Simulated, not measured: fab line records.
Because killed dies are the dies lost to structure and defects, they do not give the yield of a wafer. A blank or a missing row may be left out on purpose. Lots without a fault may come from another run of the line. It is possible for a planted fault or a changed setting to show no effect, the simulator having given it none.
Comparing a struck lot with a sound one	flow n5 finfet	36 out of 1938 route steps
Sound: wafers L841.1, L841.4, L841.5. Struck: wafer L847.6 (left out: L847.2, a lot-mate that was not struck); the cause follows at the end.
Order at every step that has rows: each side's tool, ch and its chambers, its first start. Under that, the readings that differ: sound wafers	struck wafers	difference of the means	sigmas: that difference in standard deviations of wafers without a fault.
alike: readings with means less than 2 such deviations apart, plus words and numbers identical on both sides. not compared: withheld readings, readings lacking a value on some wafer, bounds such as >300 that could conceal the same value, and numbers that have no deviation in the record and whose values overlap.
The two part at a step that has a row with sigmas, a row that says differs or no value, or rows on one side only. Non-overlapping numbers with no deviation appear without sigmas and do not part them. A reading missing from all wafers of one side parts the sides only when that side holds two or more wafers.

first, 8 steps without rows for these wafers: N5_BEOL_M5_ANNEAL_51 (time 90 s); N5_BEOL_M5_CMP_52 (polishes, stops on SiCOH lowk, t overpolish 6.9 s, target thk 62 nm); N5_BEOL_M5_PRE_CLEAN_77 (time 15 s); N5_BEOL_M5_CO_CAP_78 (material Co, precursor CCTBA/H2, target thk 2 nm, time 102.1 s); N5_BEOL_M5_PRE_CLEAN_55 (time 15 s); N5_BEOL_M5_DEP_56 (deposits SiCN from 3MS/NH3, target thk 8 nm, time 14 s); N5_BEOL_M6_ILD_DEP_00 (deposits SiCOH lowk from DEMS/porogen, target thk 179.75 nm, time 33.4 s); N5_BEOL_M6_CURE_74 (cures SiCOH lowk, time 240 s).
N5_BEOL_M6_PECVD_70: deposits SiO2 from TEOS/O2, target thk 20 nm, time 22.7 s.
  sound on pecvd-01 ch 0,1,2, day 8 11:12; struck on pecvd-01 ch 2, day 9 13:27
reading	sound	struck	difference	sigmas
model.SiO2_of_BEOL_M6_PECVD_70.thk nm (nm)	20.2 20.4 20.4	27.6	+7.3	
  alike: heater power w, showerhead plenum p Torr, susceptor temp C, throttle valve pct
then, 25 steps without rows for these wafers: N5_BEOL_M6_HM_DEP_02 (deposits TiN, target thk 20 nm); N5_BEOL_M6_COAT_59 (time 60 s, resist thk 100 nm); N5_BEOL_M6_COAT_60 (time 60 s, resist thk 35 nm); N5_BEOL_M6_COAT_05 (resist thk 90 nm); N5_BEOL_M6_EBR_07; N5_BEOL_M6_SOFTBAKE_06 (time 60 s); N5_BEOL_M6_EXPOSE_08 (exposes mask M6); N5_BEOL_M6_PEB_09 (peb time 60 s); N5_BEOL_M6_DEVELOP_10 (develop time 30 s); N5_BEOL_M6_DESCUM_16 (chemistry O2, time 7.9 s); N5_BEOL_M6_ETCH_61 (etches SiARC in CF4, target depth 45.5 nm, time 75.8 s); N5_BEOL_M6_ETCH_62 (etches SOC in N2/H2, target depth 110 nm, overetch 22 nm, time 165 s); N5_BEOL_M6_STRIP_68 (strips in N2/H2); N5_BEOL_M6_STRIP_67 (strips in CF4); N5_BEOL_M6_HM_OPEN_17 (chemistry Cl2/BCl3, target TiN, target depth 20 nm, overetch 6 nm); N5_BEOL_M6_STRIP_19 (strips in O2); N5_BEOL_M6_COAT_63 (time 60 s, resist thk 60 nm); N5_BEOL_M6_COAT_64 (time 60 s, resist thk 12 nm); N5_BEOL_M6_COAT_71 (time 60 s, resist thk 5 nm); N5_BEOL_M6_COAT_22 (resist thk 30 nm); N5_BEOL_M6_EBR_24; N5_BEOL_M6_SOFTBAKE_23 (time 60 s); N5_BEOL_M6_EXPOSE_25 (exposes mask V5, target cd 40 nm); N5_BEOL_M6_PEB_26 (peb time 60 s); N5_BEOL_M6_DEVELOP_27 (develop time 30 s).
N5_BEOL_M6_HM_STRIP_39: strips TiN in peroxide tin strip, target depth 25 nm, time 158 s.
  sound on wet bench-03 ch 3,4,7, day 8 18:38; struck on wet bench-03 ch 7, day 9 17:13
reading	sound	struck	difference	sigmas
model.SiO2_of_BEOL_M6_PECVD_70.thk nm (nm)	20 20.2 20.2	27.6	+7.5	
N5_BEOL_M6_CMP_52: polishes, stops on SiCOH lowk, t overpolish 6.9 s, target thk 80 nm.
  sound on cmp-02 ch 0,1,2, day 8 21:42; struck on cmp-02 ch 2, day 9 19:44
reading	sound	struck	difference	sigmas
barrier field endpoint s (s)	28.7 28.9 28.9	37.5	+8.7	+14
  alike: motor current A

## WHERE THEY PART
Within this record, at N5_BEOL_M6_CMP_52 only.

WHY: what the simulator had put in
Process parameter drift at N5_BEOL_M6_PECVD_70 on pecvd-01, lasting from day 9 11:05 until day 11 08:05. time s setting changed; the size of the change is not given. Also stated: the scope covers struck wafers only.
